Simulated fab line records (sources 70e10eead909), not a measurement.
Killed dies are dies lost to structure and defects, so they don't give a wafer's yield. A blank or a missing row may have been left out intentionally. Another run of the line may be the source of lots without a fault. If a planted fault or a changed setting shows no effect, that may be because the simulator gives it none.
What tool caused it?    flow nand-harc    12 lots (36 wafers sampled), 1 step of a 1302-step route

## WHAT THE GAUGES READ, wafer by wafer
NHARC_P_CONTACT_OVL_MEAS_13.
lot   measured      on          overlay-x-nm (nm)
L075  day 6 08:50   overlay-01  0.0 0.1 -0.1
L077  day 7 07:40   overlay-02  0.0 0.0 0.3
L079  day 7 20:49   overlay-01  -0.1 -0.3 -1.1
L081  day 8 13:30   overlay-01  1.0 0.4 1.2
L083  day 9 14:07   overlay-01  0.4 0.1 0.6
L085  day 10 06:42  overlay-02  -0.2 -0.3 0.0
L088  day 11 22:56  overlay-01  -0.6 -0.1 0.4
L089  day 12 00:34  overlay-01  -1.5 -0.8 -1.1
L091  day 13 00:08  overlay-01  1.4 1.3 1.7
L093  day 13 14:53  overlay-01  -1.2 -0.8 -1.3
L095  day 14 15:36  overlay-01  -0.3 0.0 -0.5
L097  day 15 12:16  overlay-02  0.3 0.4 -0.4

## EACH LOT AND THE TOOL THAT RAN IT (in order: tool; ch and the chambers of the sampled wafers; start)
Record: no process step prior to these readings.

## THE ANSWER, worked out from the rows above alone
Rule: what is usual is taken from the lots themselves. Put in order of their means at a reading, lots are off if they are a third of the lots or fewer, leave a main group of 4 or more, and stand apart from it by a gap of 3 or more times the standard deviation of the main group's means; of several such gaps the widest counts. Not used: any main group whose means are identical at the precision the tables above print for the reading. Also off: a lot with no number at a reading for which 4 or more lots have one. All remaining lots with rows at the step are treated as sound.
No lot is off at any reading shown: from this, nothing can be told.

## WHAT HAD BEEN PUT IN BY THE SIMULATOR
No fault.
